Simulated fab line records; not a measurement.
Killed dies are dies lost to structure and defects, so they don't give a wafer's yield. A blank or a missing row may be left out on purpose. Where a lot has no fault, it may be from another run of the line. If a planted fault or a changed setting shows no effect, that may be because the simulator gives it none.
Matching of chambers + flow n5Finfet + pecvd-04 running N5_BEOL_M6_PECVD_70: 3 sister chambers
The step deposits SiO2 from TEOS/O2, target thk 20 nm, time 22.7 s. 3 wafers are shown with their chamber, then 7 later ones without.

== WAFERS WITH THEIR CHAMBER ==
| wafer  | chamber | throttleValvePct (%) |
|--------|---------|----------------------|
| L083.6 | 0       | 23.1                 |
| L086.1 | 2       | 23.3                 |
| L086.4 | 1       | 21.4                 |

== WAFERS WHOSE CHAMBER IS MISSING ==
| wafer  | throttleValvePct (%) |
|--------|----------------------|
| L086.5 | 21.2                 |
| L087.4 | 23.4                 |
| L087.5 | 21.2                 |
| L087.6 | 23.2                 |
| L088.1 | 21.2                 |
| L088.4 | 23.4                 |
| L088.6 | 21.4                 |

== EACH ONE'S CHAMBER ==
| wafer  | from the rows above     | in truth |
|--------|-------------------------|----------|
| L086.5 | 1                       | 1        |
| L087.4 | can't be placed: 2 or 0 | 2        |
| L087.5 | 1                       | 1        |
| L087.6 | can't be placed: 0 or 2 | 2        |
| L088.1 | 1                       | 1        |
| L088.4 | can't be placed: 2 or 0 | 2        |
| L088.6 | 1                       | 1        |
Placed correctly: 4 of 7. Not placeable from these rows: 3 (in 3, the candidates include the true chamber). Wrongly placed: 0.
How it was worked out, from the rows above alone: a wafer's distance from a chamber is the root of the sum, over the readings, of the square of ((its reading less the chamber's mean) divided by the reading's scatter). If the next closest chamber is less than 2 further off than the closest, the wafer can't be placed; otherwise it belongs to the closest. For every chamber, the mean is computed from those of its wafers that are shown. The scatter: with one shown wafer a chamber, the root of the mean of the squares of how far each hidden wafer lies from its nearest shown one.
